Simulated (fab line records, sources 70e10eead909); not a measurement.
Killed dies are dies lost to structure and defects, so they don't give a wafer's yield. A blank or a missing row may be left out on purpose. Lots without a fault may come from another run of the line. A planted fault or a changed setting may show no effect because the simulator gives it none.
Chamber matching | flow nand_harc | NHARC_P_GATE_STRIP_101 on rie_diel-09: 4 sister chambers
The step strips in O2, time 20 s. 14 wafers are shown with their chamber, then 7 later ones without.

WAFERS WITH THEIR CHAMBER
wafer  | chamber | drypump_motor_current_A (A) | rf_vpp_V (V) | oes_product_au (a.u.)
L074.2 | 1       | 4.8                         | 56.4         | 0.991
L074.5 | 3       | 5.8                         | 58.0         | 0.991
L074.6 | 2       | 5.1                         | 58.8         | 1.003
L077.1 | 0       | 5.9                         | 58.1         | 1.004
L077.4 | 2       | 5.0                         | 58.2         | 1.005
L077.5 | 0       | 5.9                         | 59.0         | 1.001
L078.1 | 1       | 4.8                         | 57.4         | 0.989
L078.2 | 0       | 5.9                         | 58.6         | 0.990
L078.5 | 3       | 5.7                         | 56.7         | 1.000
L082.2 | 0       | 5.9                         | 59.0         | 0.991
L082.3 | 2       | 5.0                         | 56.7         | 1.002
L082.5 | 1       | 4.8                         | 56.0         | 0.998
L084.1 | 0       | 5.9                         | 59.3         | 0.995
L084.3 | 2       | 5.1                         | 58.8         | 1.003

SIGNATURES (means of the wafers above)
reading                 | chamber 0 | chamber 1 | chamber 2 | chamber 3 | scatter within a chamber
drypump_motor_current_A | 5.900     | 4.800     | 5.050     | 5.750     | 0.0387
rf_vpp_V                | 58.800    | 56.600    | 58.125    | 57.350    | 0.754
oes_product_au          | 0.99620   | 0.99267   | 1.00325   | 0.99550   | 0.00491
Rule: a wafer's distance from a chamber is the root of the sum, over the readings, of the square of ((its reading less the chamber's mean) divided by the reading's scatter). The wafer belongs to the nearest chamber; if the next one is less than 2 further off, it can't be placed. The scatter: the root of (the sum of the squares of (reading less its chamber's mean) over the shown wafers, divided by (wafers less chambers)).

WAFERS WITHOUT THEIR CHAMBER
wafer  | drypump_motor_current_A (A) | rf_vpp_V (V) | oes_product_au (a.u.)
L084.5 | 5.8                         | 56.9         | 0.999
L088.1 | 4.8                         | 57.5         | 0.984
L088.3 | 5.9                         | 57.0         | 0.996
L088.6 | 5.1                         | 58.3         | 1.012
L096.2 | 5.8                         | 58.0         | 0.997
L096.3 | 4.8                         | 57.7         | 1.010
L096.5 | 5.9                         | 59.2         | 1.000

WHICH CHAMBER EACH WENT THROUGH
wafer  | from the rows above     | in truth
L084.5 | 3                       | 3
L088.1 | 1                       | 1
L088.3 | can't be placed: 0 or 3 | 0
L088.6 | 2                       | 2
L096.2 | can't be placed: 3 or 0 | 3
L096.3 | 1                       | 1
L096.5 | 0                       | 0
Placed correctly: 5 of 7. Can't be placed from these rows: 2 (the true chamber is among the candidates in 2). Placed wrongly: 0.
